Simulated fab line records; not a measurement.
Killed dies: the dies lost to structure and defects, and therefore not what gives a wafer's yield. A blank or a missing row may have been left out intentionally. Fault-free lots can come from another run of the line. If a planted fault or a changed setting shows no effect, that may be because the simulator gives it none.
A sampling plan put to the test || flow n5 finfet || one fab line, 46 faults that these records tell of, each judged on the records of the lots that it struck; 1 more is left out, because the records don't allow judging it
The plan is the line's own looks: the steps of the route at which a gauge or an inspection reads the wafer and doesn't change it. Where struck wafers have a number at a look and the file lists that look's usual mean and standard deviation on fault-free wafers, the look can be judged. Caught: 4 or more of those standard deviations (sigma) separate the usual mean from the mean of the struck wafers at a look after the fault's first step. On the tool: here the same test is run on the tool's own readings at the fault's steps. Also counted as caught: the struck wafers showing another recipe, or a record that is empty for them alone.

## THE FAULTS, as the simulator had put them in
1. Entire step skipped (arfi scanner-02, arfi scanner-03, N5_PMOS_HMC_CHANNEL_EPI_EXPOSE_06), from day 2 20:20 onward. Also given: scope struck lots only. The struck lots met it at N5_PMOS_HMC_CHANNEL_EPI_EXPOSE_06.
2. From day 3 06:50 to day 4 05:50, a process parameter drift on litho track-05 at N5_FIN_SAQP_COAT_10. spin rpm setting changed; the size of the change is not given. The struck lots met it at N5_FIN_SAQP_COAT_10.
3. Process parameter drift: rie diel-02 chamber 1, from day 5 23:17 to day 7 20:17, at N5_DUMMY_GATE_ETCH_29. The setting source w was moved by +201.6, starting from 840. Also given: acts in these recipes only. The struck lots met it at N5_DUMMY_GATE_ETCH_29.
4. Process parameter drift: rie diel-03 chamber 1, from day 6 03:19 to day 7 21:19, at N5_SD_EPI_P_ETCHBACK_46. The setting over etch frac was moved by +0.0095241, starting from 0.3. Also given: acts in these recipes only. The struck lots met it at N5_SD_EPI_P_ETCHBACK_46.
5. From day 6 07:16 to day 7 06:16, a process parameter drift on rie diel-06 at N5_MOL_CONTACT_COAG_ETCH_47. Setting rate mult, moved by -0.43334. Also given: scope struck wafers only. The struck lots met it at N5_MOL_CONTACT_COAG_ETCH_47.
6. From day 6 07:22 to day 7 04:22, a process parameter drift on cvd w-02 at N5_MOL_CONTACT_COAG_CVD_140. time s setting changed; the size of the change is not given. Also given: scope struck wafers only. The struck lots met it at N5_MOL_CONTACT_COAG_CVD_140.
7. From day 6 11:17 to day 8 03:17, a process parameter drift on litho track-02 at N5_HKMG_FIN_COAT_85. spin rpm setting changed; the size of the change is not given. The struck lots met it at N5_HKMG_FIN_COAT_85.
8. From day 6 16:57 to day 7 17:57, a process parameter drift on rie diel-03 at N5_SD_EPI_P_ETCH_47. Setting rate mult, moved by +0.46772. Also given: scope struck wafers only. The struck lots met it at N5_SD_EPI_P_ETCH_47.
9. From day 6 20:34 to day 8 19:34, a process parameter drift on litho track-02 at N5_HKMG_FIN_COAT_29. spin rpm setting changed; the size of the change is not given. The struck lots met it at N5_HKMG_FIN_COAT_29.
10. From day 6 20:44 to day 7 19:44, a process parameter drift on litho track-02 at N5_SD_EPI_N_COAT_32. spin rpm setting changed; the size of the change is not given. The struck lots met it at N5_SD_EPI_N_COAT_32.
11. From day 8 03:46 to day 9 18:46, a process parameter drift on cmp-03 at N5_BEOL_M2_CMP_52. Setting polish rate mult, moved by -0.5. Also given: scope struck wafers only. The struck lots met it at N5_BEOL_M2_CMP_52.
12. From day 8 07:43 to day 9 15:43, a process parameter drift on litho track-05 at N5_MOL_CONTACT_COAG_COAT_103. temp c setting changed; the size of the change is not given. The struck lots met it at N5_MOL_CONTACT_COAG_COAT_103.
13. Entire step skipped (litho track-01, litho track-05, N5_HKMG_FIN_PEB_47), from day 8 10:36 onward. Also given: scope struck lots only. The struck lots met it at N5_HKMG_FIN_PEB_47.
14. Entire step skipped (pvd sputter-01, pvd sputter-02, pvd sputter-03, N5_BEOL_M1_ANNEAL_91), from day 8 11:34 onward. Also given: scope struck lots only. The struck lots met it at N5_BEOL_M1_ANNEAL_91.
15. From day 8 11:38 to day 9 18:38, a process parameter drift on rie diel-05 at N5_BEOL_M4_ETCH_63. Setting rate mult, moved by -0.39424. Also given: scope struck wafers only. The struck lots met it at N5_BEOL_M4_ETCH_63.
16. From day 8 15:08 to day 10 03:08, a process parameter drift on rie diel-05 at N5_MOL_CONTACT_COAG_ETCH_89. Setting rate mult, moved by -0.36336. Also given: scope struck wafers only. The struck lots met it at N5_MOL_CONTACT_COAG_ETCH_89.
17. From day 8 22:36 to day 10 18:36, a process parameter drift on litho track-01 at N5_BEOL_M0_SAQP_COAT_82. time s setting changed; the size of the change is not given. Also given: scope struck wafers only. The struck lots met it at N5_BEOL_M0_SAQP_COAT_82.
18. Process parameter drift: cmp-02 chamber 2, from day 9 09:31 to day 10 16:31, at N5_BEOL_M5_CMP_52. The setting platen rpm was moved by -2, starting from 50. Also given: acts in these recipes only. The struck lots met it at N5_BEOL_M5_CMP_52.
19. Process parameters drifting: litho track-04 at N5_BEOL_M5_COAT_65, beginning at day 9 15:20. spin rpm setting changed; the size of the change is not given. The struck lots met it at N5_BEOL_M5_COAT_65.
20. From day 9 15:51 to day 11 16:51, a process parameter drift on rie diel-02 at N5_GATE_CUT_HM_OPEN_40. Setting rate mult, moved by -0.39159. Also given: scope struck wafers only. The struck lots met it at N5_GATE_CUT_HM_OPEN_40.
21. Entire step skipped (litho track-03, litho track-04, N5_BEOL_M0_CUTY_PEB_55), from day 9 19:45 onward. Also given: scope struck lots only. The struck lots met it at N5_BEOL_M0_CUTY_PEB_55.
22. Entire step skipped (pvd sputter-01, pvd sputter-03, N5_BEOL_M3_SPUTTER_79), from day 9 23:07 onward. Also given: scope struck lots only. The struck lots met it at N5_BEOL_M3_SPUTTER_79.
23. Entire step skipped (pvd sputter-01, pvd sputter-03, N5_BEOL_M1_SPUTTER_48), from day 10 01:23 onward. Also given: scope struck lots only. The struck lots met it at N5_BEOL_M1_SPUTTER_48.
24. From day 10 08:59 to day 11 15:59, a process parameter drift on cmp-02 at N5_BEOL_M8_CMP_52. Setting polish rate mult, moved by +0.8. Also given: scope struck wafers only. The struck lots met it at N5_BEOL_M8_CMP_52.
25. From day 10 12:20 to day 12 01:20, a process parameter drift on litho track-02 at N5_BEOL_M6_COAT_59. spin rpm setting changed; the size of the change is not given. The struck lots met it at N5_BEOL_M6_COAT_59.
26. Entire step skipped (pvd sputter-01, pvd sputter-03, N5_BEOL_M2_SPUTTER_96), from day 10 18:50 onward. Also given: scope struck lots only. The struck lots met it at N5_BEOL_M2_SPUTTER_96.
27. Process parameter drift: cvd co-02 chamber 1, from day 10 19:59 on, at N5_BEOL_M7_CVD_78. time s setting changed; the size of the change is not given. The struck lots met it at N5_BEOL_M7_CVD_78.
28. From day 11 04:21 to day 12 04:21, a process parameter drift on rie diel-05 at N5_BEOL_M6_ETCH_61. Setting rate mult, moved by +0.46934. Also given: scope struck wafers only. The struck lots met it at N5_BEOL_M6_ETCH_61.
29. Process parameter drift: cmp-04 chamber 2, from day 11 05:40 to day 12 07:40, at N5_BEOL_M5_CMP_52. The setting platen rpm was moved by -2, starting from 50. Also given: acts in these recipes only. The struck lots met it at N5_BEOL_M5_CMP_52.
30. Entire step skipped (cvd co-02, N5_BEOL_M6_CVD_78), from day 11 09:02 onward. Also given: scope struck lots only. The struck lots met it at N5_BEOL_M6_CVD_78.
31. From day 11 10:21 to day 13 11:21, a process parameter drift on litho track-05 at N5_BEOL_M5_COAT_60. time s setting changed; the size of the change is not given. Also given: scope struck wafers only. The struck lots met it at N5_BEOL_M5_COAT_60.
32. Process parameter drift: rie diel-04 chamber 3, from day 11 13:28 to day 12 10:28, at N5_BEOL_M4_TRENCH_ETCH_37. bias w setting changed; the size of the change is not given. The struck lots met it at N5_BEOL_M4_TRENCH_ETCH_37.
33. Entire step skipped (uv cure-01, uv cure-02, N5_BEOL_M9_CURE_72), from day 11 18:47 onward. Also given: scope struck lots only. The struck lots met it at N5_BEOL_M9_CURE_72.
34. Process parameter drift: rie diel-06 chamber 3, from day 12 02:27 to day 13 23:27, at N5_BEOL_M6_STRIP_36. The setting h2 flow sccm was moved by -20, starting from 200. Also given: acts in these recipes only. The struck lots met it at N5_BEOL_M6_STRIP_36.
35. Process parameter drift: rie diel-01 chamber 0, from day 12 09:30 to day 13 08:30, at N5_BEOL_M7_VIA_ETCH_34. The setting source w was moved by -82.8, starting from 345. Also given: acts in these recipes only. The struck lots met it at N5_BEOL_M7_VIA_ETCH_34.
36. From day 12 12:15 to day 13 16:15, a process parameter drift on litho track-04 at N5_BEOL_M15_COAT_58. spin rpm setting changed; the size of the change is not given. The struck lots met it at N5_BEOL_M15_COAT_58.
37. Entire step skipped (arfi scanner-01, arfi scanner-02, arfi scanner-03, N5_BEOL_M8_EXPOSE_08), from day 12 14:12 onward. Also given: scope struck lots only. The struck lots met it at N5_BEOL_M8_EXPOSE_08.
38. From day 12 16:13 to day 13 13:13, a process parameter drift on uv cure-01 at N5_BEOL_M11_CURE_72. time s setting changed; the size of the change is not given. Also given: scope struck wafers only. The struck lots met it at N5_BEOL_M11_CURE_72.
39. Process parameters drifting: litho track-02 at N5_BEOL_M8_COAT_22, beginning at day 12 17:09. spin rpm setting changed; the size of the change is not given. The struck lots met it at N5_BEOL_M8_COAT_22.
40. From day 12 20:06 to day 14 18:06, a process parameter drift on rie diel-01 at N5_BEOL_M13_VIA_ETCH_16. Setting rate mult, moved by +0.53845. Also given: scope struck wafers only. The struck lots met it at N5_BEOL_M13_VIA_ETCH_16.
41. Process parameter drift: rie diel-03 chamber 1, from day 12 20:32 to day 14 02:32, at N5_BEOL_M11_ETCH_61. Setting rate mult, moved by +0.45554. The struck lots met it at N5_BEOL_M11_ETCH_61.
42. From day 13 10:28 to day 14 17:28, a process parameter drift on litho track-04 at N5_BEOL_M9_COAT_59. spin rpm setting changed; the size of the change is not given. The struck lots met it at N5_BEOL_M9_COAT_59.
43. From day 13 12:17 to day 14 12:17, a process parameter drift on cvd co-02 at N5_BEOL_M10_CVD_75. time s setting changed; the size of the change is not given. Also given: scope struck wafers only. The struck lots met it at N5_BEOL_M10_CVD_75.
44. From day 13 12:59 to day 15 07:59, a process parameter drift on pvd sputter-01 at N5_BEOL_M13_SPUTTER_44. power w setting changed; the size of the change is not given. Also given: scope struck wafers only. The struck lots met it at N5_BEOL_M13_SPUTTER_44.
45. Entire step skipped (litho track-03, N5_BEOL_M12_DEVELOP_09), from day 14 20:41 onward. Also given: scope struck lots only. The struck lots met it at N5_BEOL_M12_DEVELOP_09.
46. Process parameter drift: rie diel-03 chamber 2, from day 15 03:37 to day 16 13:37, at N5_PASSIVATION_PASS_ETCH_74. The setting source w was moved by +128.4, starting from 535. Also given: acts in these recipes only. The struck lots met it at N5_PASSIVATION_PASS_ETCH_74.

## WHAT THE PLAN SAW
{"fault": 1, "on the tool itself": "no reading that can be judged", "first look that catches it": "no look after it can be judged", "reading, sigma": "-", "median hours from its first step to that look": "-", "hours from the fault's start to the first struck lot there": "-", "judged looks passed uncaught": 0}
{"fault": 2, "on the tool itself": "spin speed rpm +99 or beyond sigma", "first look that catches it": "not the one look that can be judged after it", "reading, sigma": "-", "median hours from its first step to that look": "-", "hours from the fault's start to the first struck lot there": "-", "judged looks passed uncaught": 1}
{"fault": 3, "on the tool itself": "rf fwd power W +59 sigma", "first look that catches it": "not the one look that can be judged after it", "reading, sigma": "-", "median hours from its first step to that look": "-", "hours from the fault's start to the first struck lot there": "-", "judged looks passed uncaught": 1}
{"fault": 4, "on the tool itself": "under 2 sigma", "first look that catches it": "not the one look that can be judged after it", "reading, sigma": "strongest: VT_P at N5_BEOL_M4_RC_MEAS_101, +2.0", "median hours from its first step to that look": "-", "hours from the fault's start to the first struck lot there": "-", "judged looks passed uncaught": 1}
{"fault": 5, "on the tool itself": "etch rf on time s +43 sigma", "first look that catches it": "not the one look that can be judged after it", "reading, sigma": "-", "median hours from its first step to that look": "-", "hours from the fault's start to the first struck lot there": "-", "judged looks passed uncaught": 1}
{"fault": 6, "on the tool itself": "run length s +99 or beyond sigma", "first look that catches it": "not the one look that can be judged after it", "reading, sigma": "-", "median hours from its first step to that look": "-", "hours from the fault's start to the first struck lot there": "-", "judged looks passed uncaught": 1}
{"fault": 7, "on the tool itself": "spin speed rpm -34 sigma", "first look that catches it": "not the one look that can be judged after it", "reading, sigma": "-", "median hours from its first step to that look": "-", "hours from the fault's start to the first struck lot there": "-", "judged looks passed uncaught": 1}
{"fault": 8, "on the tool itself": "only faintly: oes product au +3.2 sigma", "first look that catches it": "not the one look that can be judged after it", "reading, sigma": "strongest: ION_P at N5_BEOL_M4_RC_MEAS_101, +2.7", "median hours from its first step to that look": "-", "hours from the fault's start to the first struck lot there": "-", "judged looks passed uncaught": 1}
{"fault": 9, "on the tool itself": "spin speed rpm -99 or beyond sigma", "first look that catches it": "not the one look that can be judged after it", "reading, sigma": "-", "median hours from its first step to that look": "-", "hours from the fault's start to the first struck lot there": "-", "judged looks passed uncaught": 1}
{"fault": 10, "on the tool itself": "spin speed rpm -62 sigma", "first look that catches it": "not the one look that can be judged after it", "reading, sigma": "-", "median hours from its first step to that look": "-", "hours from the fault's start to the first struck lot there": "-", "judged looks passed uncaught": 1}
{"fault": 11, "on the tool itself": "overpolish run s -99 or beyond sigma", "first look that catches it": "N5_BEOL_M2_THK_MEAS_53", "reading, sigma": "M2_THK +94", "median hours from its first step to that look": 0.2, "hours from the fault's start to the first struck lot there": 8, "judged looks passed uncaught": 0}
{"fault": 12, "on the tool itself": "heater power total W +99 or beyond sigma", "first look that catches it": "none of the 2 looks that can be judged after it", "reading, sigma": "-", "median hours from its first step to that look": "-", "hours from the fault's start to the first struck lot there": "-", "judged looks passed uncaught": 2}
{"fault": 13, "on the tool itself": "the tool's record is blank for the struck wafers", "first look that catches it": "no look after it can be judged", "reading, sigma": "-", "median hours from its first step to that look": "-", "hours from the fault's start to the first struck lot there": "-", "judged looks passed uncaught": 0}
{"fault": 14, "on the tool itself": "the tool's record is blank for the struck wafers", "first look that catches it": "not the one look that can be judged after it", "reading, sigma": "-", "median hours from its first step to that look": "-", "hours from the fault's start to the first struck lot there": "-", "judged looks passed uncaught": 1}
{"fault": 15, "on the tool itself": "etch rf on time s +54 sigma", "first look that catches it": "not the one look that can be judged after it", "reading, sigma": "-", "median hours from its first step to that look": "-", "hours from the fault's start to the first struck lot there": "-", "judged looks passed uncaught": 1}
{"fault": 16, "on the tool itself": "etch rf on time s +43 sigma", "first look that catches it": "not the one look that can be judged after it", "reading, sigma": "-", "median hours from its first step to that look": "-", "hours from the fault's start to the first struck lot there": "-", "judged looks passed uncaught": 1}
{"fault": 17, "on the tool itself": "run length s -68 sigma", "first look that catches it": "not the one look that can be judged after it", "reading, sigma": "-", "median hours from its first step to that look": "-", "hours from the fault's start to the first struck lot there": "-", "judged looks passed uncaught": 1}
{"fault": 18, "on the tool itself": "platen rpm -56 sigma", "first look that catches it": "no look after it can be judged", "reading, sigma": "-", "median hours from its first step to that look": "-", "hours from the fault's start to the first struck lot there": "-", "judged looks passed uncaught": 0}
{"fault": 19, "on the tool itself": "spin speed rpm -99 or beyond sigma", "first look that catches it": "no look after it can be judged", "reading, sigma": "-", "median hours from its first step to that look": "-", "hours from the fault's start to the first struck lot there": "-", "judged looks passed uncaught": 0}
{"fault": 20, "on the tool itself": "etch rf on time s +40 sigma", "first look that catches it": "not the one look that can be judged after it", "reading, sigma": "-", "median hours from its first step to that look": "-", "hours from the fault's start to the first struck lot there": "-", "judged looks passed uncaught": 1}
{"fault": 21, "on the tool itself": "the tool's record is blank for the struck wafers", "first look that catches it": "no look after it can be judged", "reading, sigma": "-", "median hours from its first step to that look": "-", "hours from the fault's start to the first struck lot there": "-", "judged looks passed uncaught": 0}
{"fault": 22, "on the tool itself": "the tool's record is blank for the struck wafers", "first look that catches it": "not the one look that can be judged after it", "reading, sigma": "-", "median hours from its first step to that look": "-", "hours from the fault's start to the first struck lot there": "-", "judged looks passed uncaught": 1}
{"fault": 23, "on the tool itself": "the tool's record is blank for the struck wafers", "first look that catches it": "not the one look that can be judged after it", "reading, sigma": "-", "median hours from its first step to that look": "-", "hours from the fault's start to the first struck lot there": "-", "judged looks passed uncaught": 1}
{"fault": 24, "on the tool itself": "barrier field endpoint s -18 sigma", "first look that catches it": "not the one look that can be judged after it", "reading, sigma": "-", "median hours from its first step to that look": "-", "hours from the fault's start to the first struck lot there": "-", "judged looks passed uncaught": 1}
{"fault": 25, "on the tool itself": "spin speed rpm +64 sigma", "first look that catches it": "no look after it can be judged", "reading, sigma": "-", "median hours from its first step to that look": "-", "hours from the fault's start to the first struck lot there": "-", "judged looks passed uncaught": 0}
{"fault": 26, "on the tool itself": "the tool's record is blank for the struck wafers", "first look that catches it": "not the one look that can be judged after it", "reading, sigma": "-", "median hours from its first step to that look": "-", "hours from the fault's start to the first struck lot there": "-", "judged looks passed uncaught": 1}
{"fault": 27, "on the tool itself": "run length s -99 or beyond sigma", "first look that catches it": "no look after it can be judged", "reading, sigma": "-", "median hours from its first step to that look": "-", "hours from the fault's start to the first struck lot there": "-", "judged looks passed uncaught": 0}
{"fault": 28, "on the tool itself": "etch rf on time s -26 sigma", "first look that catches it": "not the one look that can be judged after it", "reading, sigma": "-", "median hours from its first step to that look": "-", "hours from the fault's start to the first struck lot there": "-", "judged looks passed uncaught": 1}
{"fault": 29, "on the tool itself": "platen rpm -55 sigma", "first look that catches it": "no look after it can be judged", "reading, sigma": "-", "median hours from its first step to that look": "-", "hours from the fault's start to the first struck lot there": "-", "judged looks passed uncaught": 0}
{"fault": 30, "on the tool itself": "the tool's record is blank for the struck wafers", "first look that catches it": "no look after it can be judged", "reading, sigma": "-", "median hours from its first step to that look": "-", "hours from the fault's start to the first struck lot there": "-", "judged looks passed uncaught": 0}
{"fault": 31, "on the tool itself": "run length s +99 or beyond sigma", "first look that catches it": "not the one look that can be judged after it", "reading, sigma": "-", "median hours from its first step to that look": "-", "hours from the fault's start to the first struck lot there": "-", "judged looks passed uncaught": 1}
{"fault": 32, "on the tool itself": "bias w +25 sigma", "first look that catches it": "not the one look that can be judged after it", "reading, sigma": "-", "median hours from its first step to that look": "-", "hours from the fault's start to the first struck lot there": "-", "judged looks passed uncaught": 1}
{"fault": 33, "on the tool itself": "the tool's record is blank for the struck wafers", "first look that catches it": "not the one look that can be judged after it", "reading, sigma": "-", "median hours from its first step to that look": "-", "hours from the fault's start to the first struck lot there": "-", "judged looks passed uncaught": 1}
{"fault": 34, "on the tool itself": "h2 flow sccm -35 sigma", "first look that catches it": "no look after it can be judged", "reading, sigma": "-", "median hours from its first step to that look": "-", "hours from the fault's start to the first struck lot there": "-", "judged looks passed uncaught": 0}
{"fault": 35, "on the tool itself": "rf fwd power W -58 sigma", "first look that catches it": "not the one look that can be judged after it", "reading, sigma": "-", "median hours from its first step to that look": "-", "hours from the fault's start to the first struck lot there": "-", "judged looks passed uncaught": 1}
{"fault": 36, "on the tool itself": "spin speed rpm -99 or beyond sigma", "first look that catches it": "not the one look that can be judged after it", "reading, sigma": "-", "median hours from its first step to that look": "-", "hours from the fault's start to the first struck lot there": "-", "judged looks passed uncaught": 1}
{"fault": 37, "on the tool itself": "no reading that can be judged", "first look that catches it": "no look after it can be judged", "reading, sigma": "-", "median hours from its first step to that look": "-", "hours from the fault's start to the first struck lot there": "-", "judged looks passed uncaught": 0}
{"fault": 38, "on the tool itself": "lamp power pct -6.2 sigma", "first look that catches it": "not the one look that can be judged after it", "reading, sigma": "-", "median hours from its first step to that look": "-", "hours from the fault's start to the first struck lot there": "-", "judged looks passed uncaught": 1}
{"fault": 39, "on the tool itself": "spin speed rpm -99 or beyond sigma", "first look that catches it": "no look after it can be judged", "reading, sigma": "-", "median hours from its first step to that look": "-", "hours from the fault's start to the first struck lot there": "-", "judged looks passed uncaught": 0}
{"fault": 40, "on the tool itself": "only faintly: oes product au +2.9 sigma", "first look that catches it": "no look after it can be judged", "reading, sigma": "-", "median hours from its first step to that look": "-", "hours from the fault's start to the first struck lot there": "-", "judged looks passed uncaught": 0}
{"fault": 41, "on the tool itself": "etch rf on time s -19 sigma", "first look that catches it": "no look after it can be judged", "reading, sigma": "-", "median hours from its first step to that look": "-", "hours from the fault's start to the first struck lot there": "-", "judged looks passed uncaught": 0}
{"fault": 42, "on the tool itself": "spin speed rpm +59 sigma", "first look that catches it": "not the one look that can be judged after it", "reading, sigma": "-", "median hours from its first step to that look": "-", "hours from the fault's start to the first struck lot there": "-", "judged looks passed uncaught": 1}
{"fault": 43, "on the tool itself": "run length s +6.4 sigma", "first look that catches it": "no look after it can be judged", "reading, sigma": "-", "median hours from its first step to that look": "-", "hours from the fault's start to the first struck lot there": "-", "judged looks passed uncaught": 0}
{"fault": 44, "on the tool itself": "cathode dc power W -99 or beyond sigma", "first look that catches it": "no look after it can be judged", "reading, sigma": "-", "median hours from its first step to that look": "-", "hours from the fault's start to the first struck lot there": "-", "judged looks passed uncaught": 0}
{"fault": 45, "on the tool itself": "the tool's record is blank for the struck wafers", "first look that catches it": "no look after it can be judged", "reading, sigma": "-", "median hours from its first step to that look": "-", "hours from the fault's start to the first struck lot there": "-", "judged looks passed uncaught": 0}
{"fault": 46, "on the tool itself": "rf fwd power W +66 sigma", "first look that catches it": "no look after it can be judged", "reading, sigma": "-", "median hours from its first step to that look": "-", "hours from the fault's start to the first struck lot there": "-", "judged looks passed uncaught": 0}
Dash: fault not caught, or number not given in these records.

Caught at a look: 1 of 46. Caught on the tool: 41 of 46. By one or the other: 41 of 46.
On the tool alone, faults 2, 3, 5, 6, 7, 9, 10, 12, 13, 14, 15, 16, 17, 18, 19, 20, 21, 22, 23, 24, 25, 26, 27, 28, 29, 30, 31, 32, 33, 34, 35, 36, 38, 39, 41, 42, 43, 44, 45, 46 were caught.
Caught by neither: faults 1, 4, 8, 37, 40.

## THINNER SAMPLING
Were the look that catches a fault to measure just every second or every third lot (counted by lot number), the first struck lot would, at worst, be measured this late:
{"fault": 11, "struck lots at that look, in order of time": "L821, L822", "every lot": "8 h", "every second lot": "14 h", "every third lot": "may miss all 2"}
Hours are from the fault's start to the first struck lot that is measured. Since the struck wafers were tested as one group against 4 sigma, a single lot by itself may lie under the limit. Other struck lots may not be in these records.

## THE LONGEST TIMED WAY FROM STEP TO LOOK
Fault 11: median gap of 0.2 hours between N5_BEOL_M2_CMP_52 and N5_BEOL_M2_THK_MEAS_53. No look between them can be judged.
